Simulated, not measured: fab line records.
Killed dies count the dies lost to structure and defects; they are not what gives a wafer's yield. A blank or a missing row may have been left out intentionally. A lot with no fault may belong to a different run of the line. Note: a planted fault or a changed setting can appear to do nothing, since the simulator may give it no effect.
fab line records | flow nandHarc
record: lots: 6 | wafers: 18 | lastDay: 33
route steps=1302 shown A_CONTACT@1073 END@1302
lots that met no fault: taken from a fault-free run of the same line
startH: start of the lot's first displayed wafer, in hours after the record's first day | waitH: how many hours have passed since the lot's step before this one | " same as the row above | L1.1+2: a single row standing in for several wafers | - no value present, or no start provided | * or withheld: withheld | < > ~ a bound
route shown NAME@n: a module of which the file shows steps, and the number in the route of the first | usual: mean/standard deviation taken from wafers without a fault | same: alike in all rows | chamber/n: place in a boat | sites: each site's reading | _std_site: the values' standard deviation | _edge_site: inner sites' mean taken away from outer sites' mean | radiusMm: how far each site lies from the wafer's centre | mask NAME#n: copy n | behind: tool/chamber where the wafer was last shaped | hold: the reason the lot was held/the length of the hold in hours/how it ended | device: names the non-switching transistor (n, p or np) | end of line: tests of these same wafers at the route's end | where a step has no rows: the recipe by itself | killed: dies that structure and defects cost at the first sort, which is not the same as the wafer's yield | map: per-die view of a wafer (x killed, . not killed, _ where there is no die)
set.NAME: the setting that was run; set.NAME@STEP: the one run at that earlier step | model.NAME: the simulator's own value behind a step, which no gauge read
certain route steps with their lots: each step a table, each wafer a row
services: a tool's chamber out of use, with start hour (startH, from the record's first day; less than 0 if before it), hours out, and reason
== steps ==
step: NHARC_A_CONTACT_SOFTBAKE_03
recipe: tempC: 105 | timeS: 55
step: NHARC_A_CONTACT_EBR_04
step: NHARC_A_CONTACT_EXPOSE_05
recipe: na: 1.35 | sigmaOuter: 0.8 | doseMj: 84.24 | maskId: A_CC
step: NHARC_A_CONTACT_PEB_06
recipe: pebTempC: 100 | pebTimeS: 65
step: NHARC_A_CONTACT_DEVELOP_07
recipe: developTimeS: 35 | devTempC: 23
step: NHARC_A_CONTACT_CD_MEAS_08
recipe: targetCdNm: 200 | landingEnergyEv: 500
usual: cdNm: 199.8/0.57
lot.wafer | tool     | chamber | startH | waitH | cdNm
L457.2    | cdSem-01 | 0       | 547.96 | -     | 198.9
L457.3    | "        | 0       | "      | "     | 199.8
L457.6    | "        | 0       | "      | "     | 198.7
L465.1    | cdSem-03 | 0       | 608.93 | -     | 199.0
L465.3    | "        | 0       | "      | "     | 198.7
L465.4    | "        | 0       | "      | "     | 198.3
L466.1    | cdSem-02 | 0       | 629.30 | -     | 200.2
L466.2    | "        | 0       | "      | "     | 199.8
L466.6    | "        | 0       | "      | "     | 200.1
L468.3    | cdSem-02 | 0       | 652.61 | -     | 199.7
L468.5    | "        | 0       | "      | "     | 199.2
L468.6    | "        | 0       | "      | "     | 199.7
L473.3    | cdSem-01 | 0       | 713.34 | -     | 200.4
L473.5    | "        | 0       | "      | "     | 200.3
L473.6    | "        | 0       | "      | "     | 200.5
L476.1    | cdSem-03 | 0       | 738.98 | -     | 199.7
L476.2    | "        | 0       | "      | "     | 200.0
L476.6    | "        | 0       | "      | "     | 199.4
step: NHARC_A_CONTACT_OVL_MEAS_09
usual: overlayXNm: 0.0/0.67 | overlayYNm: -0.1/0.96
lot.wafer | tool       | chamber | startH | waitH | overlayXNm | overlayYNm
L457.2    | overlay-02 | -       | 548.05 | -     | -0.3       | 1.2
L457.3    | "          | -       | "      | "     | -0.5       | 0.2
L457.6    | "          | -       | "      | "     | -0.9       | 0.8
L465.1    | overlay-01 | -       | 609.02 | -     | -0.1       | 0.5
L465.3    | "          | -       | "      | "     | -0.6       | 0.3
L465.4    | "          | -       | "      | "     | -0.5       | 0.2
L466.1    | overlay-01 | -       | 629.39 | -     | -1.0       | -0.2
L466.2    | "          | -       | "      | "     | -1.0       | -0.4
L466.6    | "          | -       | "      | "     | -1.1       | -0.2
L468.3    | overlay-01 | -       | 652.70 | -     | 0.8        | -0.1
L468.5    | "          | -       | "      | "     | 0.7        | -0.2
L468.6    | "          | -       | "      | "     | 1.5        | -0.6
L473.3    | overlay-02 | -       | 713.42 | -     | -0.1       | 0.5
L473.5    | "          | -       | "      | "     | -0.5       | 0.8
L473.6    | "          | -       | "      | "     | 0.1        | 0.6
L476.1    | overlay-01 | -       | 739.07 | -     | 0.1        | -2.4
L476.2    | "          | -       | "      | "     | -0.1       | -1.9
L476.6    | "          | -       | "      | "     | 0.6        | -1.8
step: NHARC_A_CONTACT_INSPECT_10
usual: rawDefectCount: 82/37
lot.wafer | tool             | chamber | startH | waitH | rawDefectCount
L457.2    | defectInspect-01 | -       | 548.08 | 0.0   | 15
L457.3    | "                | -       | "      | "     | 37
L457.6    | "                | -       | "      | "     | 22
L465.1    | defectInspect-01 | -       | 609.05 | 0.0   | 66
L465.3    | "                | -       | "      | "     | 64
L465.4    | "                | -       | "      | "     | 50
L466.1    | defectInspect-02 | -       | 629.42 | 0.0   | 30
L466.2    | "                | -       | "      | "     | 15
L466.6    | "                | -       | "      | "     | 26
L468.3    | defectInspect-02 | -       | 652.73 | 0.0   | 97
L468.5    | "                | -       | "      | "     | 97
L468.6    | "                | -       | "      | "     | 109
L473.3    | defectInspect-01 | -       | 713.46 | 0.0   | 109
L473.5    | "                | -       | "      | "     | 110
L473.6    | "                | -       | "      | "     | 118
L476.1    | defectInspect-02 | -       | 739.11 | 0.0   | 68
L476.2    | "                | -       | "      | "     | 62
L476.6    | "                | -       | "      | "     | 58
step: NHARC_A_CONTACT_DESCUM_13
recipe: timeS: 3 | o2FlowSccm: 200 | arFlowSccm: 0 | biasPowerW: 0 | chemistry: O2
usual: chamberPressureMTorr: 59.99/0.059 | drypumpMotorCurrentA: 5.8/0.33 | oesProductAu: 1.002/0.011 | rfVppV: 57.7/0.89 | showerheadPlenumPTorr: 1.86/0.055 | throttleValvePct: 11.310/0.0087
same: timeS: 3
lot.wafer | tool       | chamber | startH | waitH | chamberPressureMTorr | drypumpMotorCurrentA | oesProductAu | rfHoursCounterH | rfVppV | showerheadPlenumPTorr | throttleValvePct
L457.3    | rieDiel-11 | 2       | 548.15 | 0.1   | 60.04                | 5.7                  | 1.009        | 23              | 58.3   | 1.83                  | 11.329
L457.2    | "          | 3       | "      | "     | 60.02                | 6.2                  | 1.015        | 23              | 58.0   | 1.86                  | 11.307
L457.6    | "          | 1       | "      | "     | 60.05                | 5.9                  | 1.008        | -               | 57.5   | 1.89                  | 11.300
L465.1    | rieDiel-06 | 1       | 609.11 | 0.1   | 60.02                | 5.7                  | 1.009        | 38              | 58.0   | 1.87                  | 11.315
L465.3    | "          | 2       | "      | "     | 60.00                | 6.6                  | 0.984        | 42              | 58.1   | 1.85                  | 11.302
L465.4    | "          | 3       | "      | "     | 60.07                | 5.9                  | 0.998        | 34              | 57.8   | 1.87                  | 11.298
L466.2    | rieDiel-06 | 2       | 629.49 | 0.1   | 59.98                | 6.6                  | 0.986        | 47              | 59.1   | 1.85                  | 11.306
L466.1    | "          | 0       | "      | "     | 60.05                | 5.5                  | 0.983        | 37              | 57.0   | 2.00                  | 11.314
L466.6    | "          | 2       | "      | "     | 60.09                | 6.6                  | 0.987        | -               | 56.6   | 1.85                  | 11.321
L468.3    | rieDiel-06 | 2       | 652.82 | 0.1   | 59.98                | 6.5                  | 0.996        | 58              | 56.7   | 1.84                  | 11.302
L468.5    | "          | 3       | "      | "     | 60.04                | 5.9                  | 1.002        | -               | 57.5   | 1.87                  | 11.312
L468.6    | "          | 0       | "      | "     | 60.08                | 5.5                  | 0.999        | -               | 57.2   | 2.00                  | 11.315
L473.3    | rieDiel-11 | 3       | 713.53 | 0.1   | 59.92                | 6.2                  | 1.010        | 15              | 56.2   | 1.85                  | 11.318
L473.5    | "          | 2       | "      | "     | 59.90                | 5.7                  | 1.013        | -               | 56.9   | 1.83                  | 11.309
L473.6    | "          | 3       | "      | "     | 59.89                | 6.2                  | 1.016        | -               | 57.5   | 1.85                  | 11.315
L476.1    | rieDiel-11 | 2       | 739.18 | 0.1   | 59.92                | 5.7                  | 1.010        | 17              | 59.4   | 1.82                  | 11.307
L476.2    | "          | 0       | "      | "     | 60.00                | 5.9                  | 1.006        | 18              | 58.8   | 1.77                  | 11.293
L476.6    | "          | 1       | "      | "     | 60.06                | 5.9                  | 0.999        | -               | 59.8   | 1.88                  | 11.315
step: NHARC_A_CONTACT_ETCH_88
recipe: targetDepthA: 390 | overEtchFrac: 0.3 | timeS: 65 | ionEnergyEv: 80 | cf4FlowSccm: 150 | arFlowSccm: 0 | rfW: 300 | biasW: 100 | chemistry: CF4
usual: cf4FlowSccm: 150.0/0.45 | chamberPressureMTorr: 50.00/0.044 | drypumpMotorCurrentA: 5.8/0.32 | oesProductAu: 1.003/0.011 | rfVppV: 150.7/1.1 | runLengthS: 86.3/0.4 | showerheadPlenumPTorr: 1.72/0.052 | throttleValvePct: 13.285/0.0096
same: timeS: 65
lot.wafer | tool       | chamber | startH | waitH | cf4FlowSccm | chamberPressureMTorr | drypumpMotorCurrentA | oesProductAu | rfHoursCounterH | rfVppV | runLengthS | showerheadPlenumPTorr | throttleValvePct
L457.3    | rieDiel-11 | 3       | 548.23 | 0.1   | 149.8       | 50.03                | 6.2                  | 1.009        | 23              | 149.8  | 86.5       | 1.72                  | 13.293
L457.2    | "          | 0       | "      | "     | 150.4       | 49.98                | 5.9                  | 1.004        | 25              | 148.2  | 86.2       | 1.65                  | 13.300
L457.6    | "          | 3       | "      | "     | 150.0       | 50.01                | 6.2                  | 1.015        | -               | 148.9  | 87.4       | 1.72                  | 13.283
L465.4    | rieDiel-06 | 0       | 609.20 | 0.1   | 150.0       | 50.00                | 5.5                  | 0.983        | 33              | 151.7  | 85.7       | 1.85                  | 13.280
L465.3    | "          | 1       | "      | "     | 149.3       | 50.02                | 5.7                  | 1.009        | 38              | 148.8  | 86.5       | 1.73                  | 13.289
L465.1    | "          | 2       | "      | "     | 149.3       | 50.02                | 6.6                  | 0.990        | 42              | 149.8  | 86.8       | 1.71                  | 13.286
L466.1    | rieDiel-06 | 2       | 629.62 | 0.1   | 149.5       | 50.00                | 6.6                  | 0.984        | 47              | 150.4  | 86.6       | 1.71                  | 13.256
L466.2    | "          | 0       | "      | "     | 149.4       | 49.93                | 5.5                  | 0.988        | 37              | 152.4  | 86.0       | 1.85                  | 13.283
L466.6    | "          | 2       | "      | "     | 149.1       | 49.96                | 6.6                  | 0.996        | -               | 150.4  | 86.4       | 1.71                  | 13.280
L468.3    | rieDiel-06 | 1       | 653.09 | 0.3   | 149.4       | 50.01                | 5.7                  | 1.016        | 48              | 151.5  | 86.0       | 1.73                  | 13.269
L468.5    | "          | 0       | "      | "     | 150.3       | 49.93                | 5.5                  | 0.999        | -               | 150.2  | 86.1       | 1.84                  | 13.279
L468.6    | "          | 1       | "      | "     | 149.4       | 50.04                | 5.7                  | 1.013        | -               | 150.9  | 85.9       | 1.73                  | 13.295
L473.3    | rieDiel-11 | 2       | 713.62 | 0.1   | 150.1       | 50.06                | 5.7                  | 1.017        | 13              | 150.6  | 86.5       | 1.69                  | 13.278
L473.6    | "          | 3       | "      | "     | 149.7       | 50.04                | 6.2                  | 1.016        | -               | 150.0  | 86.5       | 1.71                  | 13.298
L473.5    | "          | 0       | "      | "     | 149.3       | 50.09                | 5.9                  | 1.013        | -               | 149.3  | 86.7       | 1.65                  | 13.297
L476.2    | rieDiel-11 | 2       | 739.26 | 0.1   | 149.5       | 50.02                | 5.7                  | 1.017        | 17              | 150.3  | 85.9       | 1.69                  | 13.281
L476.1    | "          | 0       | "      | "     | 149.7       | 49.95                | 5.9                  | 1.007        | 18              | 149.4  | 86.1       | 1.65                  | 13.277
L476.6    | "          | 3       | "      | "     | 149.4       | 50.06                | 6.2                  | 1.013        | -               | 147.6  | 86.7       | 1.71                  | 13.283
step: NHARC_A_CONTACT_ETCH_89
recipe: targetDepthA: 2600 | overEtchFrac: 0.3 | timeS: 475.3 | ionEnergyEv: 200 | n2FlowSccm: 150 | h2FlowSccm: 150 | arFlowSccm: 0 | rfW: 400 | biasW: 150 | chemistry: N2/H2
usual: chamberPressureMTorr: 30.003/0.029 | drypumpMotorCurrentA: 5.9/0.33 | oesProductAu: 1.003/0.01 | rfVppV: 429.0/1.9 | runLengthS: 496.6/0.39 | showerheadPlenumPTorr: 1.98/0.06 | throttleValvePct: 14.169/0.0093
same: timeS: 475.3
lot.wafer | tool       | chamber | startH | waitH | chamberPressureMTorr | drypumpMotorCurrentA | oesProductAu | rfHoursCounterH | rfVppV | runLengthS | showerheadPlenumPTorr | throttleValvePct
L457.3    | rieDiel-11 | 1       | -      | -     | 29.992               | 5.9                  | 0.993        | 23              | 429.5  | 496.8      | 2.01                  | 14.181
L457.2    | "          | 2       | "      | "     | 30.005               | 5.7                  | 1.005        | 23              | 428.2  | 496.3      | 1.95                  | 14.172
L457.6    | "          | 2       | "      | "     | 30.048               | 5.7                  | 1.007        | -               | 428.9  | 496.4      | 1.95                  | 14.175
L465.3    | rieDiel-06 | 3       | -      | -     | 29.971               | 5.9                  | 1.009        | 34              | 429.2  | 496.8      | 2.00                  | 14.182
L465.4    | "          | 0       | "      | "     | 30.011               | 5.5                  | 0.985        | 33              | 433.7  | 495.8      | 2.14                  | 14.158
L465.1    | "          | 1       | "      | "     | 29.989               | 5.8                  | 1.009        | 38              | 429.3  | 496.2      | 1.99                  | 14.180
L466.1    | rieDiel-06 | 0       | -      | -     | 30.022               | 5.5                  | 0.998        | 37              | 432.3  | 496.4      | 2.14                  | 14.187
L466.2    | "          | 2       | "      | "     | 30.009               | 6.6                  | 0.993        | 47              | 430.1  | 497.5      | 1.96                  | 14.185
L466.6    | "          | 0       | "      | "     | 29.946               | 5.5                  | 0.993        | -               | 433.8  | 496.3      | 2.14                  | 14.151
L468.3    | rieDiel-06 | 1       | -      | -     | 29.972               | 5.7                  | 0.993        | 48              | 428.6  | 496.3      | 1.99                  | 14.160
L468.6    | "          | 2       | "      | "     | 30.063               | 6.6                  | 0.982        | -               | 429.6  | 496.8      | 1.96                  | 14.158
L468.5    | "          | 3       | "      | "     | 30.007               | 5.9                  | 0.992        | -               | 428.7  | 496.7      | 1.99                  | 14.175
L473.3    | rieDiel-11 | 1       | -      | -     | 29.982               | 5.9                  | 1.000        | 15              | 429.1  | 496.8      | 2.00                  | 14.170
L473.5    | "          | 3       | "      | "     | 30.025               | 6.2                  | 1.020        | -               | 427.6  | 496.8      | 1.97                  | 14.173
L473.6    | "          | 0       | "      | "     | 30.057               | 5.9                  | 1.013        | -               | 426.5  | 496.8      | 1.89                  | 14.170
L476.2    | rieDiel-11 | 2       | -      | -     | 29.997               | 5.7                  | 1.021        | 17              | 428.5  | 496.3      | 1.94                  | 14.164
L476.1    | "          | 3       | "      | "     | 30.021               | 6.2                  | 1.011        | 21              | 427.8  | 496.8      | 1.97                  | 14.180
L476.6    | "          | 1       | "      | "     | 30.040               | 5.9                  | 1.009        | -               | 429.3  | 497.1      | 2.00                  | 14.157
step: NHARC_A_CONTACT_ETCH_30
recipe: targetDepthA: 726 | timeS: 36.3 | cf4FlowSccm: 100 | chf3FlowSccm: 30 | arFlowSccm: 0 | rfW: 500 | biasW: 200 | chemistry: CF4/CHF3
usual: cf4FlowSccm: 100.02/0.28 | chamberPressureMTorr: 25.001/0.022 | drypumpMotorCurrentA: 5.8/0.32 | oesProductAu: 0.938/0.019 | rfVppV: 369.1/1.7 | runLengthS: 57.6/0.37 | showerheadPlenumPTorr: 1.53/0.045 | throttleValvePct: 16.801/0.01
same: timeS: 36.3
lot.wafer | tool       | chamber | startH | waitH | cf4FlowSccm | chamberPressureMTorr | drypumpMotorCurrentA | oesProductAu | rfHoursCounterH | rfVppV | runLengthS | showerheadPlenumPTorr | throttleValvePct
L457.2    | rieDiel-11 | 3       | -      | -     | 100.61      | 24.976               | 6.2                  | 0.989        | 23              | 368.6  | 57.9       | 1.53                  | 16.804
L457.3    | "          | 0       | "      | "     | 100.68      | 24.981               | 5.9                  | 0.974        | 25              | 368.2  | 57.4       | 1.47                  | 16.785
L457.6    | "          | 3       | "      | "     | 100.11      | 24.969               | 6.2                  | 0.983        | -               | 370.1  | 58.0       | 1.53                  | 16.817
L465.4    | rieDiel-06 | 1       | -      | -     | 99.97       | 25.050               | 5.7                  | 0.970        | 38              | 369.6  | 57.3       | 1.54                  | 16.813
L465.3    | "          | 3       | "      | "     | 100.40      | 24.999               | 5.9                  | 0.984        | 34              | 368.2  | 57.1       | 1.54                  | 16.776
L465.1    | "          | 0       | "      | "     | 100.10      | 25.038               | 5.5                  | 0.963        | 33              | 373.1  | 57.2       | 1.64                  | 16.797
L466.1    | rieDiel-06 | 3       | -      | -     | 100.26      | 25.000               | 5.9                  | 0.922        | 39              | 369.1  | 57.5       | 1.54                  | 16.805
L466.2    | "          | 0       | "      | "     | 99.35       | 25.000               | 5.5                  | 0.905        | 37              | 373.5  | 56.8       | 1.64                  | 16.801
L466.6    | "          | 3       | "      | "     | 99.64       | 25.007               | 5.9                  | 0.923        | -               | 370.9  | 57.5       | 1.54                  | 16.815
L468.3    | rieDiel-06 | 0       | -      | -     | 100.52      | 24.956               | 5.5                  | 0.926        | 49              | 372.6  | 56.8       | 1.64                  | 16.791
L468.6    | "          | 3       | "      | "     | 100.09      | 25.000               | 5.9                  | 0.928        | -               | 368.8  | 57.1       | 1.54                  | 16.811
L468.5    | "          | 0       | "      | "     | 99.95       | 24.994               | 5.5                  | 0.926        | -               | 371.9  | 57.2       | 1.64                  | 16.813
L473.3    | rieDiel-11 | 2       | -      | -     | 100.30      | 25.009               | 5.7                  | 0.940        | 13              | 368.1  | 57.8       | 1.51                  | 16.795
L473.6    | "          | 2       | "      | "     | 100.02      | 24.979               | 5.7                  | 0.935        | -               | 367.9  | 57.4       | 1.51                  | 16.805
L473.5    | "          | 3       | "      | "     | 100.15      | 25.004               | 6.2                  | 0.929        | -               | 370.1  | 57.8       | 1.52                  | 16.795
L476.2    | rieDiel-11 | 3       | -      | -     | 100.17      | 24.976               | 6.2                  | 0.931        | 21              | 368.1  | 58.2       | 1.52                  | 16.812
L476.1    | "          | 1       | "      | "     | 99.88       | 25.018               | 5.9                  | 0.931        | 19              | 368.8  | 57.8       | 1.55                  | 16.778
L476.6    | "          | 3       | "      | "     | 99.89       | 25.008               | 6.2                  | 0.935        | -               | 367.7  | 57.8       | 1.52                  | 16.803
step: NHARC_A_CONTACT_ETCH_31
recipe: targetDepthA: 28000 | overEtchFrac: 0.3 | timeS: 728 | ionEnergyEv: 150 | o2FlowSccm: 400 | cosFlowSccm: 20 | arFlowSccm: 0 | rfW: 500 | biasW: 300 | chemistry: O2/COS
usual: chamberPressureMTorr: 19.999/0.018 | drypumpMotorCurrentA: 5.9/0.34 | oesProductAu: 1.002/0.011 | rfVppV: 313.0/1.4 | runLengthS: 749.3/0.37 | showerheadPlenumPTorr: 3.04/0.085 | throttleValvePct: 28.331/0.0094
lot.wafer | tool       | chamber | startH | waitH | chamberPressureMTorr | drypumpMotorCurrentA | oesProductAu | rfHoursCounterH | rfVppV | runLengthS | showerheadPlenumPTorr | throttleValvePct
L457.2    | rieDiel-11 | 2       | 548.84 | -     | 19.991               | 5.7                  | 1.009        | 23              | 312.1  | 749.7      | 3.00                  | 28.336
L457.3    | "          | 3       | "      | "     | 19.989               | 6.2                  | 1.013        | 24              | 312.8  | 749.7      | 3.04                  | 28.335
L457.6    | "          | 0       | "      | "     | 19.982               | 5.9                  | 1.009        | -               | 311.5  | 749.1      | 2.92                  | 28.315
L465.3    | rieDiel-06 | 1       | 609.71 | -     | 19.990               | 5.7                  | 1.009        | 39              | 313.3  | 748.9      | 3.06                  | 28.341
L465.4    | "          | 3       | "      | "     | 20.007               | 5.9                  | 0.997        | 34              | 312.5  | 749.3      | 3.06                  | 28.332
L465.1    | "          | 0       | "      | "     | 19.968               | 5.5                  | 0.982        | 33              | 316.9  | 749.1      | 3.26                  | 28.324
L466.1    | rieDiel-06 | 0       | 630.14 | -     | 20.004               | 5.5                  | 0.992        | 38              | 315.5  | 544.7      | 3.26                  | 28.336
L466.2    | "          | 3       | "      | "     | 20.015               | 5.9                  | 1.011        | 40              | 312.5  | 545.1      | 3.06                  | 28.323
L466.6    | "          | 2       | "      | "     | 19.996               | 6.7                  | 1.000        | -               | 312.9  | 545.7      | 3.02                  | 28.322
L468.3    | rieDiel-06 | 3       | 654.75 | -     | 20.013               | 5.9                  | 0.999        | 52              | 314.4  | 545.3      | 3.05                  | 28.354
L468.5    | "          | 1       | "      | "     | 20.024               | 5.7                  | 1.000        | -               | 313.6  | 545.0      | 3.05                  | 28.328
L468.6    | "          | 2       | "      | "     | 19.982               | 6.6                  | 0.998        | -               | 314.1  | 545.7      | 3.01                  | 28.357
L473.3    | rieDiel-11 | 2       | 714.22 | -     | 19.993               | 5.7                  | 1.017        | 13              | 311.6  | 749.0      | 2.99                  | 28.318
L473.5    | "          | 0       | "      | "     | 19.987               | 5.9                  | 1.004        | -               | 311.8  | 749.6      | 2.91                  | 28.326
L473.6    | "          | 1       | "      | "     | 19.984               | 5.9                  | 0.996        | -               | 313.5  | 749.7      | 3.07                  | 28.326
L476.2    | rieDiel-11 | 0       | 739.82 | -     | 19.992               | 5.9                  | 1.018        | 18              | 310.8  | 749.6      | 2.90                  | 28.342
L476.1    | "          | 2       | "      | "     | 20.019               | 5.7                  | 1.015        | 18              | 312.1  | 749.3      | 2.98                  | 28.323
L476.6    | "          | 3       | "      | "     | 20.001               | 6.2                  | 1.004        | -               | 313.0  | 750.1      | 3.02                  | 28.333
step: NHARC_A_CONTACT_ETCH_134
recipe: sourceW: withheld | pressureMtorr: 20 | biasV: withheld | timeS: 140 | targetDepthA: 7000 | arFlowSccm: withheld | c4f8FlowSccm: withheld | o2FlowSccm: withheld | chemistry: C4F8/O2/Ar
usual: chamberPressureMTorr: 19.998/0.018 | oesAirLineAu: 1.003/0.019 | runLengthS: 141.34/0.28
same: timeS: 140
lot.wafer | tool          | chamber | startH | waitH | chamberPressureMTorr | oesAirLineAu | rfHoursCounterH | runLengthS
L457.2    | harCapEtch-02 | 0       | 549.26 | -     | 19.989               | 0.990        | 96              | 141.04
L457.3    | "             | 0       | "      | "     | 20.033               | 0.997        | -               | 141.04
L457.6    | "             | 1       | "      | "     | 20.005               | 1.007        | -               | 141.44
L465.1    | harCapEtch-03 | 0       | 610.28 | -     | 20.013               | 0.981        | 60              | 140.96
L465.4    | "             | 1       | "      | "     | 19.968               | 1.023        | -               | 141.23
L465.3    | "             | 0       | "      | "     | 20.040               | 1.017        | -               | 141.23
L466.1    | harCapEtch-01 | 1       | 630.78 | -     | 19.986               | 0.986        | 24              | 141.11
L466.2    | "             | 0       | "      | "     | 20.024               | 0.985        | 24              | 141.62
L466.6    | "             | 0       | "      | "     | 19.996               | 1.008        | -               | 141.48
L468.3    | harCapEtch-03 | 1       | 655.24 | -     | 19.961               | 0.992        | -               | 141.97
L468.6    | "             | 1       | "      | "     | 20.010               | 1.055        | -               | 141.01
L468.5    | "             | 0       | "      | "     | 19.995               | 0.985        | -               | 141.35
L473.3    | harCapEtch-03 | 1       | 714.75 | -     | 20.005               | 1.033        | -               | 141.20
L473.6    | "             | 0       | "      | "     | 20.006               | 1.016        | -               | 141.34
L473.5    | "             | 1       | "      | "     | 19.989               | 1.036        | -               | 141.42
L476.1    | harCapEtch-03 | 1       | 740.30 | -     | 20.004               | 1.021        | 83              | 141.66
L476.2    | "             | 0       | "      | "     | 20.010               | 1.002        | 83              | 141.08
L476.6    | "             | 0       | "      | "     | 20.005               | 1.029        | -               | 141.77
step: NHARC_END_SORT_01
recipe: tempC: 25
usual: killedAtArray: 58/20 | killedAtOther: 1.0/1.2 | killedAtPeriphery: 4.1/3 | killedDies: 63/20 | killedOpen: 3.2/1.7 | killedShort: 2.5/1.5
same: grossDies: 677
lot.wafer | tool      | chamber | startH | waitH | killedAtArray | killedAtOther | killedAtPeriphery | killedDies | killedOpen | killedShort
L466.1    | prober-02 | 0       | 687.53 | 2.5   | 669           | 1             | 7                 | 677        | 5          | 1
L466.2    | prober-02 | 0       | 688.34 | 2.8   | 672           | 0             | 5                 | 677        | 4          | 2
L466.6    | prober-02 | 0       | 691.57 | 4.0   | 661           | 3             | 13                | 677        | 2          | 4
killed by level:class
L466.1 A_CONTACT:areaEtch=642 A_STAIRCASE:chamberFilmFlake=11 A_CHANNEL_HOLE_D1:chamberFilmFlake=7 P_GATE:chamberFilmFlake=3 P_CONTACT:geometricParticle:open=2 A_SLIT:chamberFilmFlake=2 P_M1:geometricParticle:open=1 A_DECK1_JOINT:geometricParticle:open=1
L466.2 A_CONTACT:areaEtch=652 A_STAIRCASE:chamberFilmFlake=5 A_CHANNEL_HOLE_D1:chamberFilmFlake=4 P_GATE:chamberFilmFlake=3 A_SLIT:chamberFilmFlake=3 P_CONTACT:chamberFilmFlake=2 A_CHANNEL_FILL_D1:chamberFilmFlake=2 A_ONON_D1:geometricParticle:short=1
L466.6 A_CONTACT:areaEtch=636 A_STAIRCASE:chamberFilmFlake=7 A_CHANNEL_HOLE_D1:chamberFilmFlake=6 P_GATE:chamberFilmFlake=4 P_CONTACT:chamberFilmFlake=4 P_BONDPAD:chamberFilmFlake=3 A_CHANNEL_FILL_D1:chamberFilmFlake=3 THIN_TSV:chamberFilmFlake=3
map L466.1 (x killed, . not)
____________x____________
_________xxxxxxx_________
_______xxxxxxxxxxx_______
______xxxxxxxxxxxxx______
_____xxxxxxxxxxxxxxx_____
____xxxxxxxxxxxxxxxxx____
____xxxxxxxxxxxxxxxxx____
___xxxxxxxxxxxxxxxxxxx___
___xxxxxxxxxxxxxxxxxxx___
__xxxxxxxxxxxxxxxxxxxxx__
__xxxxxxxxxxxxxxxxxxxxx__
_xxxxxxxxxxxxxxxxxxxxxxx_
_xxxxxxxxxxxxxxxxxxxxxxx_
_xxxxxxxxxxxxxxxxxxxxxxx_
_xxxxxxxxxxxxxxxxxxxxxxx_
_xxxxxxxxxxxxxxxxxxxxxxx_
xxxxxxxxxxxxxxxxxxxxxxxxx
xxxxxxxxxxxxxxxxxxxxxxxxx
xxxxxxxxxxxxxxxxxxxxxxxxx
xxxxxxxxxxxxxxxxxxxxxxxxx
xxxxxxxxxxxxxxxxxxxxxxxxx
_xxxxxxxxxxxxxxxxxxxxxxx_
_xxxxxxxxxxxxxxxxxxxxxxx_
_xxxxxxxxxxxxxxxxxxxxxxx_
_xxxxxxxxxxxxxxxxxxxxxxx_
_xxxxxxxxxxxxxxxxxxxxxxx_
__xxxxxxxxxxxxxxxxxxxxx__
__xxxxxxxxxxxxxxxxxxxxx__
___xxxxxxxxxxxxxxxxxxx___
___xxxxxxxxxxxxxxxxxxx___
____xxxxxxxxxxxxxxxxx____
____xxxxxxxxxxxxxxxxx____
_____xxxxxxxxxxxxxxx_____
______xxxxxxxxxxxxx______
_______xxxxxxxxxxx_______
_________xxxxxxx_________
____________x____________
map L465.1 (x killed, . not)
____________.____________
_________.x....._________
_______..........._______
______.............______
_____..x............_____
____.................____
____...........x.....____
___..........x........___
___...................___
__..........x..........__
__.....................__
_..x...................._
_......................._
_......................._
_......................._
_..............x........_
x.xx..x........x..x......
xxx............x.........
xxxxx....................
xxxx.....................
xxxx................x....
_xx..x.................._
_x.xx..................._
_x........x........x...._
_......................._
_......................._
__.....................__
__..x..................__
___..........x........___
___....xx.....x.......___
____...............x.____
____x...........x.x..____
_____.x....x........_____
______.............______
_______..........._______
_________......._________
____________.____________
== services ==
tool       | chamber | startH | hours | kind
rieDiel-11 | -       | 524.67 | 0.5   | repair
rieDiel-11 | 3       | 538.83 | 4.8   | repair
rieDiel-11 | 0       | 539.52 | -     | clean
rieDiel-11 | 1       | 539.52 | -     | clean
rieDiel-11 | 2       | 539.52 | -     | clean
rieDiel-06 | 0       | 542.74 | -     | clean
rieDiel-06 | 1       | 542.74 | -     | clean
rieDiel-06 | 2       | 542.74 | -     | clean
rieDiel-06 | 3       | 542.74 | -     | clean
rieDiel-06 | -       | 552.38 | 2.1   | repair
rieDiel-11 | 0       | 564.02 | -     | clean
rieDiel-11 | 1       | 564.02 | -     | clean
rieDiel-11 | 2       | 564.02 | -     | clean
rieDiel-11 | 3       | 564.02 | -     | clean
rieDiel-06 | 0       | 567.24 | -     | clean
rieDiel-06 | 3       | 573.18 | 5.0   | repair
rieDiel-11 | -       | 610.09 | 9.0   | pm
rieDiel-11 | 0       | 638.44 | 8.4   | repair
rieDiel-11 | 3       | 641.77 | 4.4   | repair
rieDiel-11 | 2       | 655.86 | 10.1  | repair
rieDiel-06 | -       | 661.74 | 9.0   | pm
rieDiel-11 | 2       | 703.06 | 4.4   | repair
rieDiel-11 | 2       | 723.19 | 3.4   | repair
rieDiel-06 | -       | 727.38 | 0.1   | repair
== key ==
firstSign: step: NHARC_A_CONTACT_ETCH_31 | reading: runLengthS | direction: down | sigmas: 99+ | usual: * | struck: *
effect: step: NHARC_END_SORT_01 | reading: killedDies | direction: up | sigmas: 31 | usual: 63 | struck: 677
moreKillsBornAt: NHARC_A_CONTACT_ETCH_31@rieDiel-06: 1930
metAt NHARC_A_CONTACT_ETCH_31
struckWafers L466.1,L466.2,L466.6,L468.3,L468.5,L468.6
rowsEnd L468.3,L468.5,L468.6
laterRowsLeftOut L466.1,L466.2,L466.6
testerLeftOut L466
onsetBetween 609.71 630.14
fault: kind: processParameterDrift | tool: rieDiel-06 | chamber: - | onsetH: 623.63 | steps: NHARC_A_CONTACT_ETCH_31 | channel: timeS | offset: * | shape: step | actsIn: * | stated: *
testerLeftOut: of these lots the tester's yield and bins aren't shown, on N5 and GAA mostly nor the transistor test; their killed dies are dies lost to structure and defects alone, not to doping, threshold or leakage, so they don't give the yield
laterRowsLeftOut: the simulator's readings of these wafers behind a module that went badly wrong aren't trusted and aren't shown, but for the sort
rowsEnd: these wafers met a further fault down the route, and their rows from its step on are left out
